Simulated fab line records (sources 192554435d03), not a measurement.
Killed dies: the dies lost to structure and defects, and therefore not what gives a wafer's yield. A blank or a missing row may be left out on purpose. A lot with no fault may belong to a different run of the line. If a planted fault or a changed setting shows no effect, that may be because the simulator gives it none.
Struck lot and sound lot, side by side :: flow n5-finfet :: 15 steps out of a route of 1938
Sound: wafers L681.2, L681.3, L681.6. Struck: wafers L670.2, L670.4. (L670.6 of the same lot was not struck and is left out.) The cause comes at the end.
For every step that has rows: the tool of each side, followed by ch and its chambers, followed by its first start. Under that, the readings that differ: sound wafers :: struck wafers :: difference of the means :: sigmas: that difference in standard deviations of wafers without a fault.
alike: same words and numbers on both sides, and readings whose means sit less than 2 such deviations apart. not compared: any withheld reading, any reading some wafer has no value for, any bound like >300 that may hide the same value, and any number with overlapping values for which the record gives no deviation.
Wherever a step has rows on one side only, a row that says differs or no value, or a row with sigmas, the two part there. Numbers that have no deviation but don't overlap get no sigmas and don't part them. Lack of a reading on every wafer of one side parts them only where that side has two or more wafers.

first, 2 steps without rows for these wafers: N5_PASSIVATION_DEVELOP_29 (develop time 60 s); N5_PASSIVATION_HARDBAKE_31 (time 120 s).
N5_PASSIVATION_CD_MEAS_30 targets a cd of 4000 nm.
  sound on cd-sem-01 ch 0, day 15 14:13; struck on cd-sem-03 ch 0, day 12 20:04
reading: cd-nm (nm)
sound: 4001.6 4000.9 4003.7
struck: 3999.0 3997.7
difference: -3.7
sigmas: -2
N5_PASSIVATION_OVL_MEAS_63:
  sound on overlay-01 ch 0, day 15 14:15; struck on overlay-01 ch 0, day 12 20:06
  alike: PAD_OVL
N5_PASSIVATION_INSPECT_64: inspects for defects (macro).
  sound on defect-inspect-02 at day 15 14:16; struck on defect-inspect-01 at day 12 20:07
  alike: raw-defect-count
N5_PASSIVATION_DESCUM_32: chemistry O2, time 7.9 s.
  sound on rie-diel-03 ch 0,2,3, day 15 14:19; struck on rie-diel-02 ch 0,2, day 12 20:10
  alike: bias-power-w, drypump-motor-current-A, oes-product-au, rf-vpp-V, showerhead-plenum-p-Torr, throttle-valve-pct
  not compared: rf-hours-counter-h
N5_PASSIVATION_AL_ETCH_33: etches Al in Cl2/BCl3, stops on TaN, target depth 2800 nm, time 466.7 s.
  sound on rie-metal-02 ch 0, day 15 14:32; struck on rie-metal-03 ch 0,1, day 12 20:15
  alike: drypump-motor-current-A, oes-product-au, throttle-valve-pct
  not compared: rf-hours-counter-h
N5_PASSIVATION_ETCH_59: etches TaN in Cl2/BCl3, target depth 65 nm, time 34.9 s.
  sound on rie-metal-02 ch 0, day 15 15:14; struck on rie-metal-03 ch 0,1, day 12 20:39
  alike: drypump-motor-current-A, oes-product-au, throttle-valve-pct
  not compared: rf-hours-counter-h
N5_PASSIVATION_STRIP_34: strips in O2.
  sound on rie-diel-01 ch 0,1,2, day 15 15:32; struck on rie-diel-01 ch 0,2, day 12 20:46
  alike: drypump-motor-current-A, oes-product-au, rf-vpp-V, showerhead-plenum-p-Torr, throttle-valve-pct
  not compared: rf-hours-counter-h
then, 3 steps without rows for these wafers: N5_PASSIVATION_STRIP_51 (strips in post etch residue remover, time 1200 s); N5_PASSIVATION_CLEAN_69 (cleans in IPA, time 180 s); N5_PASSIVATION_SRD_70 (time 30 s).
N5_PASSIVATION_PECVD_53: deposits SiO2 from TEOS/O2, target thk 800 nm, time 169.4 s.
  sound on pecvd-02 ch 0,1, day 15 16:29; struck on pecvd-04 ch 0,1, day 12 21:16
reading: run-length-s (s)
sound: 196.5 196.2 196.5
struck: 157.3 155.7
difference: -39.9
sigmas: -55

reading: model.SiO2_of_PASSIVATION_PECVD_53.thk-nm (nm)
sound: 787.8 787.4 808.8
struck: 600.6 613
difference: -187.9
sigmas: 
N5_PASSIVATION_PECVD_35: deposits SiNx from SiH4/NH3/N2, target thk 700 nm, time 151.3 s.
  sound on pecvd-02 ch 0,1, day 15 16:35; struck on pecvd-04 ch 0,1, day 12 21:23
  alike: heater-power-w, run-length-s, showerhead-plenum-p-Torr, throttle-valve-pct
then, 1 step without rows for these wafers: N5_PASSIVATION_PROBE_49.

## WHERE THEY PART
Earliest at N5_PASSIVATION_CD_MEAS_30; latest, in this record, at N5_PASSIVATION_PECVD_53. Later steps at which nothing parts them and some readings are alike: N5_PASSIVATION_PECVD_35.

WHY: what the simulator had put in
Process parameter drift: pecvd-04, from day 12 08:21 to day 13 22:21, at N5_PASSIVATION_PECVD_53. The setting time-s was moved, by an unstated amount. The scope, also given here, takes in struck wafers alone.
